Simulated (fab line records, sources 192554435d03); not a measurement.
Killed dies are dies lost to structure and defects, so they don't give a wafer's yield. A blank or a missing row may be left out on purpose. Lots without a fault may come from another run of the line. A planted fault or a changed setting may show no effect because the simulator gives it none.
fab line records | flow n5_finfet
record lots=9 wafers=27 last_day=17
route steps=1938 shown BEOL_M15@1795
lots that met no fault: from a run of the same line without faults
start_h: hours from the record's first day to the start of the lot's first wafer shown | wait_h: hours since the lot's step before | " the same as in the row above | L1.1+2: a row that stands for several wafers | - no value, or no start given | * or withheld: withheld | < > ~ a bound
route shown NAME@n: a module of which the file shows steps, and the number in the route of the first | usual: mean/standard deviation of fault-free wafers | same: alike in all rows | chamber/n: place in a boat | sites: the reading at each site | _std_site: their standard deviation | _edge_site: outer sites' mean less inner sites' | radius_mm: how far each site lies from the wafer's centre | mask NAME#n: copy n | behind: the tool/chamber that last shaped the wafer | hold: why the lot was held/for how many hours/how that ended | device: the transistor (n, p or np) that didn't switch | end of line: the same wafers' tests at the end of the route | a step without rows: its recipe alone | killed: dies lost to structure and defects at the first sort, not the wafer's yield | map: a wafer's dies, x killed, . not, _ none there
set.NAME: the setting as run; set.NAME@STEP: as run at that earlier step | model.NAME: the simulator's own value behind a step, which no gauge read
steps of the route over a sample of lots; a table a step, a row a wafer
services: from which hour (start_h, from the record's first day; less than 0 if before it) a tool's chamber was out of use, for how many hours, and why
## steps
# step N5_BEOL_M15_ETCH_57
# recipe chemistry=N2/H2 target=SOC source_w=3000 bias_w=350 time_s=750 ion_energy_ev=200 pressure_mtorr=30 n2_flow_sccm=200 h2_flow_sccm=200
# usual drypump_motor_current_A=5.9/0.39 n2_flow_sccm=200.0/0.58 oes_product_au=0.81/0.073 rf_vpp_V=524.5/2.7 showerhead_plenum_p_Torr=2.57/0.095 throttle_valve_pct=17.72/0.26
# columns lot.wafer tool chamber start_h wait_h drypump_motor_current_A n2_flow_sccm oes_product_au rf_hours_counter_h rf_vpp_V showerhead_plenum_p_Torr throttle_valve_pct
L943.2 rie_diel-02 3 256.44 - 5.6 200.0 0.89 36 528.3 2.70 17.59
L943.4 " 0 " " 6.0 198.7 0.81 96 527.6 2.67 17.45
L943.6 " 2 " " 6.2 199.2 0.72 - 520.3 2.41 18.19
L947.1 rie_diel-06 1 285.42 - 6.2 199.3 0.86 46 524.5 2.58 17.42
L947.2 " 0 " " 5.9 200.7 0.95 10 521.9 2.49 17.53
L947.5 " 1 " " 6.1 199.3 0.86 - 524.7 2.58 17.43
L949.1 rie_diel-02 2 285.61 - 6.2 200.1 0.72 221 521.0 2.41 18.20
L949.3 " 3 " " 5.6 199.7 0.89 44 528.5 2.70 17.59
L949.6 " 3 " " 5.6 200.1 0.88 - 528.3 2.70 17.60
L948.2 rie_diel-03 1 289.54 - 6.0 200.0 0.71 200 525.5 2.64 18.19
L948.3 " 3 " " 5.4 199.9 0.89 27 523.3 2.49 17.70
L948.4 " 2 " " 5.3 200.5 0.73 179 520.5 2.44 18.06
L957.2 rie_diel-02 1 332.90 - 6.2 199.2 0.70 202 526.9 2.63 17.52
L957.3 " 2 " " 6.2 200.8 0.71 236 519.5 2.40 18.24
L957.5 " 2 " " 6.2 200.3 0.70 - 520.7 2.40 18.23
L955.1 rie_diel-06 0 334.68 - 6.0 199.8 0.92 28 523.2 2.48 17.60
L955.4 " 1 " " 6.2 199.8 0.85 - 524.5 2.57 17.46
L955.6 " 0 " " 5.9 200.2 0.92 - 522.2 2.49 17.59
L959.3 rie_diel-03 1 354.17 - 5.9 200.3 0.70 215 524.2 2.63 18.21
L959.5 " 1 " " 6.0 199.4 0.70 - 525.6 2.63 18.21
L959.6 " 2 " " 5.3 199.7 0.72 - 521.4 2.43 18.10
L963.1 rie_diel-02 1 372.47 - 6.2 200.9 0.69 214 526.7 2.63 17.55
L963.2 " 2 " " 6.2 199.7 0.70 248 519.7 2.40 18.27
L963.6 " 1 " " 6.2 200.6 0.69 - 526.7 2.63 17.55
L964.2 rie_diel-03 2 390.53 - 5.3 199.8 0.72 206 521.4 2.43 18.11
L964.3 " 1 " " 6.0 199.7 0.69 227 526.9 2.63 18.23
L964.5 " 2 " " 5.3 199.9 0.71 - 520.5 2.43 18.12
# step N5_BEOL_M15_STRIP_37
# recipe chemistry=O2 power_w=600 temp_c=60 pressure_mtorr=30 rf_frequency_hz=6e+07 bias_power_w=0 overash_fraction=0.3 o2_flow_sccm=225
# usual drypump_motor_current_A=5.9/0.41 oes_product_au=0.81/0.072 rf_vpp_V=3.7/0.71 showerhead_plenum_p_Torr=2.12/0.077 throttle_valve_pct=16.61/0.21
# same overash_fraction=0.3
# columns lot.wafer tool chamber start_h wait_h drypump_motor_current_A oes_product_au rf_hours_counter_h rf_vpp_V showerhead_plenum_p_Torr throttle_valve_pct
L943.2 rie_diel-06 1 - - 6.2 0.87 39 3.5 2.13 16.33
L943.4 " 2 " " 5.3 0.84 - 3.7 2.13 16.62
L943.6 " 1 " " 6.1 0.88 - 3.0 2.13 16.36
L949.1 rie_diel-03 0 - - 6.6 0.84 57 3.8 2.04 16.58
L949.3 " 2 " " 5.3 0.73 179 4.5 2.00 16.80
L949.6 " 1 " " 6.0 0.71 - 3.3 2.17 16.98
L947.1 rie_diel-06 1 - - 6.2 0.86 48 3.1 2.13 16.37
L947.2 " 0 " " 6.0 0.95 12 4.9 2.06 16.47
L947.5 " 2 " " 5.2 0.84 - 4.2 2.13 16.66
L948.2 rie_diel-03 2 - - 5.3 0.73 180 3.6 2.00 16.81
L948.3 " 1 " " 5.9 0.71 201 3.4 2.17 16.97
L948.4 " 3 " " 5.3 0.88 27 3.0 2.05 16.61
L957.2 rie_diel-02 1 - - 6.2 0.70 204 3.6 2.16 16.48
L957.3 " 2 " " 6.2 0.71 239 3.4 1.98 17.09
L957.5 " 1 " " 6.3 0.70 - 4.2 2.17 16.49
L955.1 rie_diel-03 2 - - 5.3 0.72 189 2.5 2.00 16.84
L955.4 " 0 " " 6.7 0.82 68 3.1 2.04 16.60
L955.6 " 0 " " 6.7 0.82 - 4.0 2.04 16.59
L959.3 rie_diel-06 1 - - 6.1 0.84 72 3.5 2.12 16.42
L959.5 " 0 " " 6.0 0.90 - 4.0 2.05 16.51
L959.6 " 3 " " 5.8 0.77 - 5.0 2.19 16.51
L963.1 rie_diel-06 1 - - 6.1 0.84 79 2.7 2.12 16.43
L963.2 " 3 " " 5.8 0.77 141 3.0 2.19 16.49
L963.6 " 1 " " 6.1 0.82 - 3.3 2.12 16.43
L964.2 rie_diel-06 2 - - 5.2 0.81 104 4.2 2.12 16.72
L964.3 " 3 " " 5.8 0.77 148 2.7 2.19 16.52
L964.5 " 1 " " 6.2 0.82 - 2.8 2.12 16.45
# step N5_BEOL_M15_ETCH_38
# recipe chemistry=CF4/N2 target=SiCN target_depth_a=1064 taper_deg=2 time_s=120.5 ion_energy_ev=150 mask_material=SiO2 pressure_mtorr=40 source_w=430 bias_w=70 Ar_flow_sccm=100 cf4_flow_sccm=60 n2_flow_sccm=60
# usual drypump_motor_current_A=5.9/0.41 n2_flow_sccm=60.00/0.2 oes_product_au=0.81/0.072 rf_vpp_V=382.8/2 showerhead_plenum_p_Torr=2.23/0.076 throttle_valve_pct=15.38/0.22
# columns lot.wafer tool chamber start_h wait_h drypump_motor_current_A n2_flow_sccm oes_product_au rf_hours_counter_h rf_vpp_V showerhead_plenum_p_Torr throttle_valve_pct
L943.2 rie_diel-06 1 - - 6.1 60.14 0.88 39 383.9 2.25 15.11
L943.4 " 2 " " 5.2 60.23 0.84 - 382.7 2.23 15.35
L943.6 " 1 " " 6.1 60.05 0.89 - 384.1 2.25 15.12
L949.1 rie_diel-03 0 - - 6.7 60.02 0.84 57 380.2 2.15 15.37
L949.3 " 2 " " 5.3 59.65 0.73 179 379.3 2.11 15.60
L949.6 " 1 " " 5.9 59.75 0.72 - 383.1 2.28 15.75
L947.1 rie_diel-06 1 - - 6.2 59.84 0.87 48 382.1 2.24 15.14
L947.2 " 0 " " 5.9 60.08 0.94 12 383.3 2.17 15.20
L947.5 " 2 " " 5.2 60.09 0.82 - 383.1 2.23 15.36
L948.2 rie_diel-03 2 - - 5.3 59.85 0.73 180 380.4 2.11 15.61
L948.3 " 1 " " 6.0 60.12 0.71 201 384.4 2.28 15.74
L948.4 " 3 " " 5.4 60.46 0.89 27 380.9 2.17 15.43
L957.2 rie_diel-02 1 - - 6.3 59.87 0.71 204 383.7 2.28 15.29
L957.3 " 2 " " 6.2 60.09 0.70 239 379.3 2.09 15.89
L957.5 " 1 " " 6.2 60.11 0.71 - 385.0 2.28 15.30
L955.1 rie_diel-03 2 - - 5.3 60.07 0.72 189 379.9 2.11 15.62
L955.4 " 0 " " 6.6 59.75 0.81 68 382.1 2.15 15.37
L955.6 " 0 " " 6.6 59.62 0.83 - 380.4 2.15 15.40
L959.3 rie_diel-06 1 - - 6.1 59.99 0.85 72 382.8 2.24 15.18
L959.5 " 0 " " 6.0 59.44 0.90 - 381.9 2.16 15.26
L959.6 " 3 " " 5.9 59.96 0.78 - 383.3 2.30 15.24
L963.1 rie_diel-06 1 - - 6.2 60.26 0.82 79 382.4 2.23 15.22
L963.2 " 3 " " 5.8 59.95 0.77 141 384.8 2.30 15.26
L963.6 " 1 " " 6.2 60.40 0.82 - 384.9 2.23 15.20
L964.2 rie_diel-06 2 - - 5.2 60.10 0.81 104 383.3 2.22 15.41
L964.3 " 3 " " 5.8 59.71 0.77 148 383.8 2.30 15.28
L964.5 " 1 " " 6.1 60.15 0.83 - 383.4 2.23 15.22
# step N5_BEOL_M15_SPUTTER_43
# recipe material=TaN target_thk_a=150 temp_c=50 bias_v=168.6 power_w=15000 chamber_pressure_pa=0.12 time_s=24.19
# usual cathode_dc_power_W=15000/2.8 throttle_valve_pct=29.8/1.4
# columns lot.wafer tool chamber start_h wait_h cathode_dc_power_W throttle_valve_pct
L943.2 pvd_sputter-03 - 261.93 0.0 15001 29.3
L943.4 " - " " 14997 31.3
L943.6 " - " " 15003 28.8
L949.1 pvd_sputter-01 - 290.89 0.0 14999 26.5
L949.3 " - " " 15000 29.6
L949.6 " - " " 15000 27.7
L947.1 pvd_sputter-03 - 290.97 0.0 15003 31.1
L947.2 " - " " 14995 30.5
L947.5 " - " " 15001 31.2
L948.2 pvd_sputter-02 - 292.01 0.0 14995 30.5
L948.3 " - " " 14995 29.3
L948.4 " - " " 15000 29.4
L957.2 pvd_sputter-03 - 338.92 0.0 15001 31.1
L957.3 " - " " 14994 31.0
L957.5 " - " " 14999 29.1
L955.1 pvd_sputter-03 - 339.24 0.0 15000 31.4
L955.4 " - " " 20149 30.6
L955.6 " - " " 20147 30.5
L959.3 pvd_sputter-01 - 356.48 0.0 14998 29.5
L959.5 " - " " 15001 29.6
L959.6 " - " " 15000 30.2
L963.1 pvd_sputter-01 - 374.93 0.0 15000 29.5
L963.2 " - " " 14999 26.5
L963.6 " - " " 14998 29.5
L964.2 pvd_sputter-01 - 394.01 0.0 14999 26.8
L964.3 " - " " 15006 29.7
L964.5 " - " " 15003 27.4
# step N5_BEOL_M15_CMP_49
# recipe stop_on=SiO2 t_overpolish_s=4.9 down_force_psi=2 platen_rpm=80 clearing_platen_down_force_psi=2 clearing_platen_rpm=80 post_cmp_clean=cu_alkaline target_thk_nm=850 clearing_platen_pad_velocity_m_s=1.5917 pad_velocity_m_s=1.5917
# usual barrier_field_endpoint_s=11.39/0.23 motor_current_A=8.1/0.61
# columns lot.wafer tool chamber start_h wait_h barrier_field_endpoint_s motor_current_A
L943.2 cmp-02 1 263.62 0.3 11.41 7.8
L943.4 " 2 " " 11.54 7.2
L943.6 " 3 " " 11.39 8.2
L949.1 cmp-02 3 291.79 0.3 10.97 7.8
L949.3 " 0 " " 10.81 8.4
L949.6 " 1 " " 10.74 8.4
L947.2 cmp-04 3 291.87 0.2 11.94 8.4
L947.1 " 1 " " 11.80 7.7
L947.5 " 3 " " 11.82 8.4
L948.4 cmp-02 0 292.83 0.1 11.45 8.2
L948.3 " 1 " " 11.24 8.2
L948.2 " 2 " " 11.56 7.3
L957.2 cmp-02 3 339.78 0.2 11.24 8.4
L957.3 " 1 " " 11.29 8.4
L957.5 " 2 " " 11.42 7.2
L955.4 cmp-04 3 340.09 0.1 14.04 8.7
L955.1 " 2 " " 11.46 8.2
L955.6 " 0 " " 13.54 6.7
L959.3 cmp-02 0 357.50 0.2 11.33 8.5
L959.5 " 2 " " 11.09 7.5
L959.6 " 3 " " 11.09 8.4
L963.2 cmp-04 2 375.75 0.2 11.34 8.4
L963.1 " 0 " " 10.98 6.8
L963.6 " 2 " " 11.16 8.9
L964.3 cmp-02 2 395.30 0.2 11.51 7.1
L964.2 " 0 " " 11.67 8.5
L964.5 " 2 " " 11.71 7.3
## services
# columns tool chamber start_h hours kind
rie_diel-02 2 237.18 4.4 repair
rie_diel-06 2 241.17 1.2 repair
rie_diel-06 3 259.63 4.8 repair
cmp-04 - 260.31 1.5 repair
rie_diel-06 - 298.79 0.8 repair
cmp-04 - 305.17 4.0 pm
rie_diel-03 - 323.93 14.6 pm
rie_diel-06 2 325.16 13.6 repair
cmp-02 - 326.03 4.7 repair
cmp-02 - 333.06 0.6 repair
pvd_sputter-03 - 335.59 1.7 repair
rie_diel-02 - 343.94 2.8 pm
cmp-04 - 369.55 4.7 pm
rie_diel-02 0 369.71 4.9 repair
rie_diel-02 - 375.07 4.3 pm
rie_diel-02 2 381.56 - clean
rie_diel-02 2 381.56 - consumable_replace:focus_ring
rie_diel-02 2 381.56 - consumable_replace:showerhead
rie_diel-02 2 381.56 16.8 scheduled_down
rie_diel-02 2 381.56 16.8 vent_cycle
cmp-02 - 383.50 4.0 pm
cmp-02 - 387.50 - consumable_replace:conditioner
cmp-02 - 387.50 - consumable_replace:pad
cmp-04 - 388.30 11.6 pm
## key
first_sign step=N5_BEOL_M15_SPUTTER_43 reading=cathode_dc_power_W direction=up sigmas=99+ usual=* struck=*
effect step=N5_BEOL_M15_CMP_49 reading=barrier_field_endpoint_s direction=up sigmas=10 usual=11.39 struck=13.79
met_at N5_BEOL_M15_SPUTTER_43
struck_lots L955
struck_wafers L955.4,L955.6
not_acting_at N5_BEOL_M15_ETCH_57,N5_BEOL_M15_STRIP_37,N5_BEOL_M15_ETCH_38
onset_between 290.97 339.24
fault kind=process_parameter_drift tool=pvd_sputter-03 chamber=- onset_h=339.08 steps=N5_BEOL_M15_SPUTTER_43 channel=power_w offset=* shape=step end_h=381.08 acts_in=* stated=* scope=struck_wafers_only
